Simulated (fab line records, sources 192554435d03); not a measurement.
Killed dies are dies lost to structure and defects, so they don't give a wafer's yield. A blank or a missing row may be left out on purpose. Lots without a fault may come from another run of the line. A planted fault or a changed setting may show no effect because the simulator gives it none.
Split-lot experiment | flow n5_finfet | 7 lots, 21 wafers read, on a route of 1938 steps

THE SPLIT
At N5_BEOL_M15_TRENCH_ETCH_34 (etches SiO2 in C4F8/O2/Ar, target depth 872.93 nm, time 199 s), the setting time_s was moved away from the recipe's 199 s on 6 of the 21 wafers read, by -8.3% to +13.3%. The other wafers ran this setting at the recipe's value.

FROM THE SPLIT TO THE READING: what the file shows between them, 7 steps
- N5_BEOL_M15_STRIP_36: strips in O2
- N5_BEOL_M15_ECD_47: material Cu, target thk 1860 nm
- N5_BEOL_M15_ANNEAL_48: time 90 s
- N5_BEOL_M15_CMP_49: polishes, stops on SiO2, t overpolish 4.9 s, target thk 850 nm
- N5_BEOL_M15_THK_MEAS_50: measures by xrf
- N5_BEOL_M15_PRE_CLEAN_52: time 15 s
- N5_BEOL_M15_DEP_53: deposits SiCN from 3MS/NH3, target thk 50 nm, time 17.8 s

THE READING
M15_RS, in ohm/sq, at N5_BEOL_M15_RS_MEAS_54 (measures by four-point-probe). Fault-free wafers of this fab line usually give 0.0216 ohm/sq, standard deviation 0.00035 ohm/sq.

wafer  | tool, chamber at the split | time_s as run, s | against the recipe | M15_RS, ohm/sq | against lot-mates on the recipe
L079.1 | rie_diel-04, 0             | 199              | recipe             | 0.0216         | -
L079.4 | rie_diel-04, 2             | 199              | recipe             | 0.0220         | -
L079.6 | rie_diel-04, 3             | 199              | recipe             | 0.0223         | -
L080.2 | rie_diel-05, 2             | 199              | recipe             | 0.0218         | -
L080.3 | rie_diel-05, 1             | 225.2            | +13.2%             | 0.0190         | -0.0027
L080.6 | rie_diel-05, 1             | 199              | recipe             | 0.0217         | -
L083.2 | rie_diel-03, 1             | 199              | recipe             | 0.0211         | -
L083.3 | rie_diel-03, 2             | 199              | recipe             | 0.0213         | -
L083.4 | rie_diel-03, 0             | 223.4            | +12.3%             | 0.0192         | -0.0020
L086.4 | rie_diel-04, 1             | 199              | recipe             | 0.0218         | -
L086.5 | rie_diel-04, 0             | 199              | recipe             | 0.0216         | -
L086.6 | rie_diel-04, 1             | 199              | recipe             | 0.0220         | -
L088.1 | rie_diel-04, 3             | 182.5            | -8.3%              | 0.0243         | +0.0021
L088.4 | rie_diel-04, 3             | 199              | recipe             | 0.0222         | -
L088.6 | rie_diel-04, 0             | 182.5            | -8.3%              | 0.0239         | +0.0017
L089.4 | rie_diel-04, 3             | 199              | recipe             | 0.0218         | -
L089.5 | rie_diel-04, 0             | 199              | recipe             | 0.0213         | -
L089.6 | rie_diel-04, 1             | 199              | recipe             | 0.0217         | -
L094.2 | rie_diel-03, 2             | 225.5            | +13.3%             | 0.0187         | -0.0028
L094.3 | rie_diel-03, 3             | 199              | recipe             | 0.0215         | -
L094.6 | rie_diel-03, 1             | 225.5            | +13.3%             | 0.0186         | -0.0029

THE FIT
A straight line over all 21 wafers: M15_RS changes by -0.000234 ohm/sq for each +1% of time_s; r = -0.97; the points scatter about the line by 0.00034 ohm/sq.
The same after taking each lot's own level away (the mean of its wafers on the recipe; 21 wafers): -0.000208 ohm/sq for each +1%; r = -0.99; scatter 0.00022 ohm/sq.
On that fit, the largest move of time_s shifts the reading by 0.0028 ohm/sq.
The lots' own levels span 0.02120 to 0.02220 ohm/sq, that is 2.9 times the standard deviation above.
So the lot-to-lot level changes the slope: the two fits differ.
Check: with one of the wafers moved furthest among these (+13.3%) left out of the fit, the line predicts -0.00271 ohm/sq for it against its lot-mates. It came out at -0.0028 ohm/sq against them.

OTHER SPLITS ON THESE WAFERS
These wafers also went through other splits before the reading. Each is held against what the fit with the lots' levels taken away leaves over:
other split on the same wafers    | wafers away from the commonest value | r with M15_RS (lot level and that fit taken away)
N5_BEOL_M14_TRENCH_ETCH_34 bias_w | 6                                    | +0.26
N5_BEOL_M15_ETCH_61 time_s        | 7                                    | -0.28

THE WHOLE CHAIN: every reading that the file lists as answering this split, in the file's order
step                       | what it does                                                   | reading                                                                       | change (the file's fit)              | r (the file's)
N5_BEOL_M15_TRENCH_ETCH_34 | etches SiO2 in C4F8/O2/Ar, target depth 872.93 nm, time 199 s  | etch.depth_nm (the simulator's own value, which no gauge read)                | +8.55 nm for each +1% of the setting | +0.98
N5_BEOL_M15_CMP_49         | polishes, stops on SiO2, t overpolish 4.9 s, target thk 850 nm | Cu_of_BEOL_M15_ECD_47.thk_nm (the simulator's own value, which no gauge read) | +8.49 nm for each +1% of the setting | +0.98
N5_BEOL_M15_THK_MEAS_50    | measures by xrf                                                | M15_THK                                                                       | +8.56 for each +1% of the setting    | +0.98
N5_BEOL_M15_RS_MEAS_54     | measures by four-point-probe                                   | M15_RS                                                                        | -0.0002 for each +1% of the setting  | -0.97

THE FILE'S OWN FIT
M15_RS changes by -0.0002 ohm/sq for each +1% of time_s, r = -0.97.
